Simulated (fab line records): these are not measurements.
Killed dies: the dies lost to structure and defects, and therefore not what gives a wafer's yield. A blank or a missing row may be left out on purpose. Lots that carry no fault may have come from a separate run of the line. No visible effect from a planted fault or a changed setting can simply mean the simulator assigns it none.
Chamber matching	flow n5_finfet	4 sister chambers for N5_BEOL_M4_VIA_ETCH_34 on rie_diel-02
The step etches the open film in C4F6/O2, target depth 69.4 nm, time 65.9 s. 8 wafers are shown with their chamber, then 8 later ones without.

== WAFERS WITH THEIR CHAMBER ==
wafer	chamber	drypump_motor_current_A (A)	showerhead_plenum_p_Torr (Torr)
L081.2	1	5.5	2.79
L081.3	2	5.2	2.81
L081.5	1	5.5	2.79
L084.5	3	6.4	2.69
L087.3	0	6.1	3.01
L087.4	0	6.1	3.01
L087.5	2	5.2	2.80
L088.3	3	6.3	2.69

== WAFERS WHOSE CHAMBER IS MISSING ==
wafer	drypump_motor_current_A (A)	showerhead_plenum_p_Torr (Torr)
L088.5	6.1	3.01
L088.6	5.2	2.80
L089.1	5.5	2.78
L089.3	6.4	2.69
L089.4	6.1	3.01
L096.1	6.3	2.68
L096.2	5.5	2.77
L096.4	5.2	2.79

== WHICH CHAMBER EACH ONE RAN IN ==
wafer	from the rows above	in truth
L088.5	0	0
L088.6	2	2
L089.1	1	1
L089.3	3	3
L089.4	0	0
L096.1	3	3
L096.2	1	1
L096.4	2	2
Correctly placed: 8 of 8. From these rows, 0 cannot be placed. Placed wrongly: 0.
How it was worked out, from the rows above alone: a wafer's distance from a chamber is the root of the sum, over the readings, of the square of ((its reading less the chamber's mean) divided by the reading's scatter). The wafer belongs to the nearest chamber; if the next one is less than 2 further off, it can't be placed. The mean given for a chamber averages the wafers shown for that chamber. The scatter is the square root of a quotient: the sum, over the shown wafers, of each reading's squared deviation from its chamber's mean, divided by wafers minus chambers.
